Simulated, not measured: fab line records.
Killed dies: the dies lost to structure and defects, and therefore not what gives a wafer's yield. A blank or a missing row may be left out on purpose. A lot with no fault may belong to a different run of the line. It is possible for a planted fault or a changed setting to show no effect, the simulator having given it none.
Matching of chambers    flow n5-finfet    4 sister chambers for N5_BEOL_M7_ETCH_65 on rie-diel-02
The step etches SiARC in CF4, target depth 15.6 nm, time 26 s. 4 wafers are shown with their chamber, then 9 later ones without.

WAFERS WITH THEIR CHAMBER
wafer   chamber  showerhead-plenum-p-Torr (Torr)
L084.3  0        2.16
L085.3  1        2.06
L085.4  2        2.22
L085.6  3        2.10

WAFERS WHOSE CHAMBER IS MISSING
wafer   showerhead-plenum-p-Torr (Torr)
L087.1  2.10
L087.3  2.21
L087.6  2.22
L090.1  2.10
L090.2  2.21
L090.5  2.21
L092.2  2.15
L092.5  2.21
L092.6  2.06

CHAMBER TAKEN BY EACH
wafer   from the rows above  in truth
L087.1  3                    3
L087.3  2                    2
L087.6  2                    2
L090.1  3                    3
L090.2  2                    2
L090.5  2                    2
L092.2  0                    0
L092.5  2                    2
L092.6  1                    1
Correctly placed: 9 of 9. Left unplaced by these rows: 0. Placed wrongly: 0.
How it was worked out, from the rows above alone: a wafer's distance from a chamber is the root of the sum, over the readings, of the square of ((its reading less the chamber's mean) divided by the reading's scatter). If the next closest chamber is less than 2 further off than the closest, the wafer can't be placed; otherwise it belongs to the closest. Each chamber's mean is taken over the wafers shown for it. The scatter: root of mean squared gap, hidden wafer to nearest shown wafer, with one shown wafer a chamber.
